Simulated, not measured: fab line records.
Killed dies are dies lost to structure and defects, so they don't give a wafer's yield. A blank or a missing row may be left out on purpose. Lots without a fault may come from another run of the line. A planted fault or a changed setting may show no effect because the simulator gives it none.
Which of the tools did it? + flow n5-finfet + 23 lots with 69 wafers sampled at 3 steps, on a route of 1938 steps

== WHAT EACH GAUGE READ, for each wafer ==
N5_BEOL_M15_CD_MEAS_28 targets a cd of 407.6 nm. Usual: cd-nm at 407.9 nm, with a standard deviation of 2.6.
| lot  | measured     | on        | cd-nm (nm)        | flag |
|------|--------------|-----------|-------------------|------|
| L074 | day 12 01:09 | cd-sem-01 | 406.4 405.7 403.8 |      |
| L075 | day 12 12:36 | cd-sem-01 | 404.8 402.2 403.3 |      |
| L076 | day 12 12:07 | cd-sem-01 | 411.8 409.2 412.0 |      |
| L078 | day 12 19:06 | cd-sem-03 | 410.7 407.0 411.3 |      |
| L077 | day 12 20:32 | cd-sem-01 | 408.4 405.7 405.8 |      |
| L080 | day 13 11:02 | cd-sem-03 | 408.3 407.0 410.9 |      |
| L081 | day 13 14:29 | cd-sem-03 | 410.9 409.6 407.3 |      |
| L079 | day 13 21:16 | cd-sem-01 | 406.3 410.4 408.6 |      |
| L083 | day 14 07:54 | cd-sem-02 | 408.8 408.3 409.0 |      |
| L082 | day 14 10:05 | cd-sem-02 | 406.9 405.8 412.5 |      |
| L086 | day 14 15:43 | cd-sem-03 | 403.2 404.1 408.7 |      |
| L084 | day 14 18:05 | cd-sem-02 | 405.6 408.7 404.7 |      |
| L085 | day 15 01:29 | cd-sem-03 | 412.2 409.7 408.2 |      |
| L089 | day 16 00:46 | cd-sem-01 | 407.0 406.1 408.9 |      |
| L088 | day 16 01:03 | cd-sem-02 | 404.4 407.2 408.2 |      |
| L087 | day 16 07:08 | cd-sem-01 | 404.7 411.8 411.0 |      |
| L090 | day 16 11:31 | cd-sem-01 | 404.3 407.7 410.5 |      |
| L093 | day 17 06:53 | cd-sem-02 | 408.7 407.6 412.8 |      |
| L092 | day 17 10:11 | cd-sem-01 | 406.5 410.3 407.4 |      |
| L094 | day 18 01:29 | cd-sem-01 | 407.5 410.3 410.1 |      |
| L095 | day 18 01:39 | cd-sem-02 | 404.1 409.8 405.2 |      |
| L097 | day 18 14:13 | cd-sem-01 | 409.5 407.1 408.7 |      |
| L096 | day 18 14:15 | cd-sem-02 | 408.6 411.8 410.2 |      |

== EACH LOT AND THE TOOL THAT RAN IT (in order: tool; ch and the chambers of the sampled wafers; start) ==
| lot  | N5_BEOL_M14_TRENCH_ETCH_34         | N5_BEOL_M15_STRIP_64                          |
|------|------------------------------------|-----------------------------------------------|
| L074 | rie-diel-01 ch 1,2,3, day 11 16:19 | rie-diel-06 ch 0,1, day 12 01:09 or earlier   |
| L075 | rie-diel-02 ch 1,3, day 12 02:44   | rie-diel-06 ch 0,3, day 12 12:36 or earlier   |
| L076 | rie-diel-04 ch 0,2,3, day 12 03:23 | rie-diel-03 ch 0,3, day 12 12:07 or earlier   |
| L078 | rie-diel-02 ch 0,1,2, day 12 13:20 | rie-diel-06 ch 1,2,3, day 12 19:06 or earlier |
| L077 | rie-diel-02 ch 0,3, day 12 14:08   | rie-diel-03 ch 1,2,3, day 12 20:32 or earlier |
| L080 | rie-diel-04 ch 1,2,3, day 13 06:22 | rie-diel-03 ch 1,2, day 13 11:02 or earlier   |
| L081 | rie-diel-04 ch 0,2, day 13 10:20   | rie-diel-05 ch 2,3, day 13 14:29 or earlier   |
| L079 | rie-diel-01 ch 0,1,2, day 13 10:45 | rie-diel-05 ch 2,3, day 13 21:16 or earlier   |
| L083 | rie-diel-04 ch 2,3, day 14 01:55   | rie-diel-05 ch 0,2,3, day 14 07:54 or earlier |
| L082 | rie-diel-04 ch 0,2,3, day 14 03:17 | rie-diel-05 ch 1,2,3, day 14 10:05 or earlier |
| L086 | rie-diel-01 ch 0,2,3, day 14 09:17 | rie-diel-05 ch 0,1,2, day 14 15:43 or earlier |
| L084 | rie-diel-02 ch 2,3, day 14 09:26   | rie-diel-03 ch 0,1, day 14 18:05 or earlier   |
| L085 | rie-diel-04 ch 0,2, day 14 19:00   | rie-diel-06 ch 0,1,2, day 15 01:29 or earlier |
| L089 | rie-diel-04 ch 1,3, day 15 15:11   | rie-diel-06 ch 1,2,3, day 16 00:46 or earlier |
| L088 | rie-diel-02 ch 0,2,3, day 15 16:04 | rie-diel-05 ch 0,2, day 16 01:03 or earlier   |
| L087 | rie-diel-02 ch 0,1,2, day 16 01:43 | rie-diel-03 ch 0,1,2, day 16 07:08 or earlier |
| L090 | rie-diel-02 ch 0,2, day 16 04:49   | rie-diel-03 ch 0,1,3, day 16 11:31 or earlier |
| L093 | rie-diel-02 ch 0,1, day 17 01:22   | rie-diel-05 ch 1,3, day 17 06:53 or earlier   |
| L092 | rie-diel-02 ch 0,2,3, day 17 04:56 | rie-diel-06 ch 0,1,2, day 17 10:11 or earlier |
| L094 | rie-diel-04 ch 2,3, day 17 19:07   | rie-diel-06 ch 1,2,3, day 18 01:29 or earlier |
| L095 | rie-diel-01 ch 0,1, day 17 19:17   | rie-diel-05 ch 0,1, day 18 01:39 or earlier   |
| L097 | rie-diel-04 ch 1,2, day 18 01:43   | rie-diel-03 ch 0,2,3, day 18 14:13 or earlier |
| L096 | rie-diel-01 ch 0,1,3, day 18 01:54 | rie-diel-06 ch 0,3, day 18 14:15 or earlier   |
- N5_BEOL_M14_TRENCH_ETCH_34: etches SiO2 in C4F8/O2/Ar, target depth 556.65 nm, time 126.9 s.
- N5_BEOL_M15_STRIP_64: strips in O2.

== WHAT THE TOOLS THEMSELVES READ (means of the sampled wafers that have a number; where no wafer has one, the mark that the record gives instead) ==
N5_BEOL_M14_TRENCH_ETCH_34. Usual: drypump-motor-current-A 5.6 A, standard deviation 0.44; oes-product-au 0.77 a.u., standard deviation 0.072; rf-vpp-V 2225 V, standard deviation 65; showerhead-plenum-p-Torr 3.44 Torr, standard deviation 0.12; throttle-valve-pct 30.94 %, standard deviation 0.28.
| lot  | tool        | drypump-motor-current-A (A) | oes-product-au (a.u.) | rf-vpp-V (V) | showerhead-plenum-p-Torr (Torr) | throttle-valve-pct (%) | flag |
|------|-------------|-----------------------------|-----------------------|--------------|---------------------------------|------------------------|------|
| L074 | rie-diel-01 | 5.6                         | 0.76                  | 2250         | 3.36                            | 30.78                  |      |
| L075 | rie-diel-02 | 5.1                         | 0.76                  | 2254         | 3.46                            | 31.07                  |      |
| L076 | rie-diel-04 | 5.3                         | 0.83                  | 2198         | 3.55                            | 30.84                  |      |
| L078 | rie-diel-02 | 5.7                         | 0.74                  | 2249         | 3.45                            | 31.04                  |      |
| L077 | rie-diel-02 | 5.3                         | 0.80                  | 2262         | 3.39                            | 30.82                  |      |
| L080 | rie-diel-04 | 5.4                         | 0.76                  | 2209         | 3.50                            | 31.07                  |      |
| L081 | rie-diel-04 | 5.0                         | 0.87                  | 2163         | 3.54                            | 31.00                  |      |
| L079 | rie-diel-01 | 5.8                         | 0.75                  | 2182         | 3.34                            | 30.65                  |      |
| L083 | rie-diel-04 | 5.3                         | 0.73                  | 2188         | 3.51                            | 30.89                  |      |
| L082 | rie-diel-04 | 5.4                         | 0.81                  | 2197         | 3.54                            | 30.86                  |      |
| L086 | rie-diel-01 | 5.7                         | 0.74                  | 2194         | 3.32                            | 30.82                  |      |
| L084 | rie-diel-02 | 5.2                         | 0.77                  | 2214         | 3.50                            | 31.01                  |      |
| L085 | rie-diel-04 | 5.1                         | 0.86                  | 2162         | 3.53                            | 31.03                  |      |
| L089 | rie-diel-04 | 5.8                         | 0.80                  | 2265         | 3.49                            | 31.10                  |      |
| L088 | rie-diel-02 | 5.6                         | 0.74                  | 2239         | 3.43                            | 30.94                  |      |
| L087 | rie-diel-02 | 5.7                         | 0.71                  | 2248         | 3.43                            | 31.07                  |      |
| L090 | rie-diel-02 | 5.9                         | 0.71                  | 2217         | 3.49                            | 31.09                  |      |
| L093 | rie-diel-02 | 5.5                         | 0.71                  | 2277         | 3.38                            | 31.05                  |      |
| L092 | rie-diel-02 | 5.6                         | 0.73                  | 2238         | 3.43                            | 30.97                  |      |
| L094 | rie-diel-04 | 5.4                         | 0.87                  | 2187         | 3.49                            | 30.90                  |      |
| L095 | rie-diel-01 | 6.0                         | 0.71                  | 2156         | 3.27                            | 30.82                  |      |
| L097 | rie-diel-04 | 5.1                         | 0.78                  | 2173         | 3.48                            | 31.27                  |      |
| L096 | rie-diel-01 | 5.8                         | 0.71                  | 2222         | 3.29                            | 30.96                  |      |

N5_BEOL_M15_STRIP_64. Usual: drypump-motor-current-A 5.73 A, standard deviation 0.28; oes-product-au 0.77 a.u., standard deviation 0.08; rf-vpp-V 3.6 V, standard deviation 0.5; showerhead-plenum-p-Torr 2.08 Torr, standard deviation 0.087; throttle-valve-pct 16.71 %, standard deviation 0.17.
| lot  | tool        | drypump-motor-current-A (A) | oes-product-au (a.u.) | rf-vpp-V (V) | showerhead-plenum-p-Torr (Torr) | throttle-valve-pct (%) | flag |
|------|-------------|-----------------------------|-----------------------|--------------|---------------------------------|------------------------|------|
| L074 | rie-diel-06 | 5.60                        | 0.79                  | 3.7          | 2.03                            | 16.57                  |      |
| L075 | rie-diel-06 | 5.66                        | 0.79                  | 3.6          | 2.02                            | 16.49                  |      |
| L076 | rie-diel-03 | 5.94                        | 0.78                  | 3.7          | 2.01                            | 16.80                  |      |
| L078 | rie-diel-06 | 5.62                        | 0.79                  | 4.3          | 2.09                            | 16.69                  |      |
| L077 | rie-diel-03 | 5.91                        | 0.71                  | 4.0          | 2.01                            | 16.76                  |      |
| L080 | rie-diel-03 | 6.00                        | 0.69                  | 4.0          | 2.01                            | 16.69                  |      |
| L081 | rie-diel-05 | 5.74                        | 0.76                  | 3.7          | 2.09                            | 16.82                  |      |
| L079 | rie-diel-05 | 5.53                        | 0.73                  | 3.1          | 2.07                            | 16.77                  |      |
| L083 | rie-diel-05 | 5.60                        | 0.79                  | 3.4          | 2.09                            | 16.81                  |      |
| L082 | rie-diel-05 | 5.67                        | 0.73                  | 3.7          | 2.11                            | 16.78                  |      |
| L086 | rie-diel-05 | 5.53                        | 0.77                  | 3.8          | 2.10                            | 16.76                  |      |
| L084 | rie-diel-03 | 6.13                        | 0.75                  | 3.3          | 2.07                            | 16.66                  |      |
| L085 | rie-diel-06 | 5.51                        | 0.80                  | 3.4          | 2.10                            | 16.67                  |      |
| L089 | rie-diel-06 | 5.60                        | 0.76                  | 4.0          | 2.08                            | 16.73                  |      |
| L088 | rie-diel-05 | 5.36                        | 0.76                  | 4.0          | 2.05                            | 16.75                  |      |
| L087 | rie-diel-03 | 6.15                        | 0.83                  | 3.7          | 2.11                            | 16.52                  |      |
| L090 | rie-diel-03 | 6.00                        | 0.74                  | 3.6          | 2.03                            | 16.79                  |      |
| L093 | rie-diel-05 | 5.82                        | 0.71                  | 3.4          | 2.14                            | 16.82                  |      |
| L092 | rie-diel-06 | 5.52                        | 0.78                  | 3.8          | 2.10                            | 16.71                  |      |
| L094 | rie-diel-06 | 5.63                        | 0.76                  | 3.1          | 2.08                            | 16.76                  |      |
| L095 | rie-diel-05 | 5.69                        | 0.75                  | 3.5          | 2.14                            | 16.79                  |      |
| L097 | rie-diel-03 | 6.06                        | 0.80                  | 3.5          | 2.08                            | 16.65                  |      |
| L096 | rie-diel-06 | 5.67                        | 0.76                  | 3.9          | 2.01                            | 16.57                  |      |

== THE ANSWER, worked out from the rows above alone ==
Rule: take the mean of a lot's wafers that have a number; if it is more than 3 standard deviations from the usual mean, the lot is off. Also off: a lot with no number at a reading for which 4 or more lots have one. All remaining lots with rows at the step are treated as sound. First the gauges in route order, then the tools' own readings, where a lot's mean is used as printed above. At the first step where some lot is off, the reading lying furthest off is the one used; lots without a number count as furthest.
None of the lots is off at any reading shown; this tells nothing.

== WHAT WAS PUT IN BY THE SIMULATOR ==
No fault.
